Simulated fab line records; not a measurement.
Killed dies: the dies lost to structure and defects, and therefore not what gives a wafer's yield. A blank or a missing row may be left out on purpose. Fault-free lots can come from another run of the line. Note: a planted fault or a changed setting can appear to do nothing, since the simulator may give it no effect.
Comparing a struck lot with a sound one || flow nand_harc || 15 out of 1302 route steps
Sound: the wafers L883.2, L883.3, L883.4. Struck: wafer L892.6. (L892.1 of the same lot was not struck and is left out.) The cause comes at the end.
For every step that has rows: the tool of each side, followed by ch and its chambers, followed by its first start. Under that, the readings that differ: sound wafers || struck wafers || difference of the means || sigmas: that difference in standard deviations of wafers without a fault.
alike: readings whose means differ by less than 2 such deviations, and words and numbers that are the same on both sides. not compared: withheld readings, readings that some wafer has no value for, bounds like >300 that may hide the same value, and numbers for which the record gives no deviation and whose values overlap.
Wherever a step has rows on one side only, a row that says differs or no value, or a row with sigmas, the two part there. Numbers that don't overlap but have no deviation are shown without sigmas and don't part them. A reading missing from all wafers of one side parts the sides only when that side holds two or more wafers.

first, 7 steps without rows for these wafers: NHARC_A_BLC_COAT_03 (time 65 s); NHARC_A_BLC_COAT_04 (resist thk 90 nm); NHARC_A_BLC_SOFTBAKE_05 (time 55 s); NHARC_A_BLC_EBR_06; NHARC_A_BLC_EXPOSE_07 (exposes mask A BLC, target cd 100 nm); NHARC_A_BLC_PEB_08 (peb time 65 s); NHARC_A_BLC_DEVELOP_09 (develop time 35 s).
NHARC_A_BLC_CD_MEAS_10 targets a cd of 100 nm.
  sound on cd_sem-03 ch 0, day 22 09:37; struck on cd_sem-01 ch 0, day 26 08:34
  alike: cd_nm
NHARC_A_BLC_OVL_MEAS_11:
  sound on overlay-02 at day 22 09:42; struck on overlay-02 at day 26 08:38
  alike: overlay_x_nm, overlay_y_nm
NHARC_A_BLC_INSPECT_12:
  sound on defect_inspect-02 at day 22 09:44; struck on defect_inspect-01 at day 26 08:41
{"reading": "raw_defect_count", "sound": "62 74 54", "struck": 140, "difference": "+77", "sigmas": "+2"}
NHARC_A_BLC_DESCUM_15: chemistry O2, time 3 s.
  sound on rie_diel-06 ch 0,1,3, day 22 09:47; struck on rie_diel-04 ch 1, day 26 08:45
  alike: chamber_pressure_mTorr, drypump_motor_current_A, oes_product_au, rf_vpp_V, showerhead_plenum_p_Torr, throttle_valve_pct
  not compared: rf_hours_counter_h
NHARC_A_BLC_ETCH_16: etches the open film in CF4, target depth 39 nm, time 65 s.
  sound on rie_diel-06 ch 0,1,2, day 22 09:53; struck on rie_diel-04 ch 1, day 26 08:52
  alike: chamber_pressure_mTorr, drypump_motor_current_A, oes_product_au, rf_vpp_V, run_length_s, showerhead_plenum_p_Torr, throttle_valve_pct
  not compared: rf_hours_counter_h
NHARC_A_BLC_ETCH_17: etches the open film in N2/H2, target depth 390 nm, time 609.38 s.
  sound on rie_diel-06 ch 0,2,3, day 22 10:01; struck on rie_diel-04 ch 1, day 26 09:04
{"reading": "run_length_s (s)", "sound": "630.5 630.8 631.6", "struck": 616.9, "difference": -14.1, "sigmas": -34}
  alike: chamber_pressure_mTorr, drypump_motor_current_A, oes_product_au, rf_vpp_V, showerhead_plenum_p_Torr, throttle_valve_pct
  not compared: rf_hours_counter_h
NHARC_A_BLC_ETCH_18: etches the open film in C4F8/O2/Ar, target depth 910 nm.
  sound: rie_diel-06 ch 0,1,2; struck: rie_diel-04 ch 2
{"reading": "chamber_pressure_mTorr (mTorr)", "sound": "24.998 25.019 24.999", "struck": 25.062, "difference": "+0.057", "sigmas": "+2"}
  alike: oes_product_au, rf_vpp_V
  not compared: rf_hours_counter_h
-- record jumps: 2 days between struck wafers' starts before vs after; left off in module A_BLC, resumes in module END, first step shown is number 1302 of the route --
NHARC_END_SORT_01:
  sound on prober-02 ch 0, day 24 03:32; struck on prober-02 ch 0, day 28 10:47
{"reading": "killed_at_array", "sound": "32 31 37", "struck": 89, "difference": "+56", "sigmas": "+3"}
{"reading": "killed_at_other", "sound": "6 1 5", "struck": 0, "difference": -4, "sigmas": -3}
{"reading": "killed_dies", "sound": "39 33 45", "struck": 92, "difference": "+53", "sigmas": "+3"}
  alike: killed_at_periphery, killed_open, killed_short

WHERE THEY PART
At NHARC_A_BLC_INSPECT_12 first; at NHARC_END_SORT_01 last (within this record only).

WHY: what had been put in by the simulator
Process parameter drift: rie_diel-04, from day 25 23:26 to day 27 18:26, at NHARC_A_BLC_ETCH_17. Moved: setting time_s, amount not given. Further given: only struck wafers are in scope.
